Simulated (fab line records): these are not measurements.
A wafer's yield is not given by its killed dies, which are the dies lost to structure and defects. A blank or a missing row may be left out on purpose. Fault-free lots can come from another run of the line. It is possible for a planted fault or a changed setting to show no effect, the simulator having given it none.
Chamber matching | flow n5-finfet | rie-diel-03 running N5_FIN_CUT_STRIP_22: 4 sister chambers
The step strips in N2/H2. 14 wafers are shown with their chamber, then 7 later ones without.

WAFERS PAIRED WITH THEIR CHAMBERS
wafer  | chamber | showerhead-plenum-p-Torr (Torr) | oes-product-au (a.u.) | throttle-valve-pct (%)
L078.3 | 3       | 3.51                            | 0.82                  | 18.78
L078.5 | 0       | 3.30                            | 0.96                  | 19.04
L078.6 | 3       | 3.51                            | 0.79                  | 18.77
L079.2 | 3       | 3.50                            | 0.78                  | 18.74
L079.5 | 3       | 3.50                            | 0.81                  | 18.80
L079.6 | 0       | 3.30                            | 0.93                  | 18.99
L086.1 | 2       | 3.44                            | 0.67                  | 18.68
L086.5 | 2       | 3.44                            | 0.70                  | 18.65
L086.6 | 1       | 3.35                            | 0.79                  | 18.84
L087.2 | 1       | 3.35                            | 0.80                  | 18.87
L087.3 | 2       | 3.44                            | 0.68                  | 18.71
L087.5 | 3       | 3.50                            | 0.77                  | 18.85
L088.1 | 0       | 3.29                            | 0.89                  | 19.05
L088.3 | 2       | 3.44                            | 0.69                  | 18.69

SIGNATURES, as means of the wafers listed above
reading                  | chamber 0 | chamber 1 | chamber 2 | chamber 3 | scatter within a chamber
showerhead-plenum-p-Torr | 3.2967    | 3.3500    | 3.4400    | 3.5040    | 0.00432
oes-product-au           | 0.9267    | 0.7950    | 0.6850    | 0.7940    | 0.0218
throttle-valve-pct       | 19.0267   | 18.8550   | 18.6825   | 18.7880   | 0.0333
Rule: a wafer's distance from a chamber is the root of the sum, over the readings, of the square of ((its reading less the chamber's mean) divided by the reading's scatter). The wafer belongs to the nearest chamber; if the next one is less than 2 further off, it can't be placed. The scatter: the root of (the sum of the squares of (reading less its chamber's mean) over the shown wafers, divided by (wafers less chambers)).

WAFERS MISSING THEIR CHAMBER
wafer  | showerhead-plenum-p-Torr (Torr) | oes-product-au (a.u.) | throttle-valve-pct (%)
L088.5 | 3.29                            | 0.90                  | 19.06
L090.1 | 3.29                            | 0.90                  | 19.05
L090.3 | 3.49                            | 0.76                  | 18.87
L090.4 | 3.34                            | 0.80                  | 18.80
L091.1 | 3.43                            | 0.68                  | 18.70
L091.2 | 3.34                            | 0.79                  | 18.81
L091.5 | 3.43                            | 0.69                  | 18.67

WHICH CHAMBER EACH ONE RAN IN
wafer  | from the rows above | in truth
L088.5 | 0                   | 0
L090.1 | 0                   | 0
L090.3 | 3                   | 3
L090.4 | 1                   | 1
L091.1 | 2                   | 2
L091.2 | 1                   | 1
L091.5 | 2                   | 2
Correct placement for 7 of the 7. Can't be placed from these rows: 0. 0 placed wrongly.
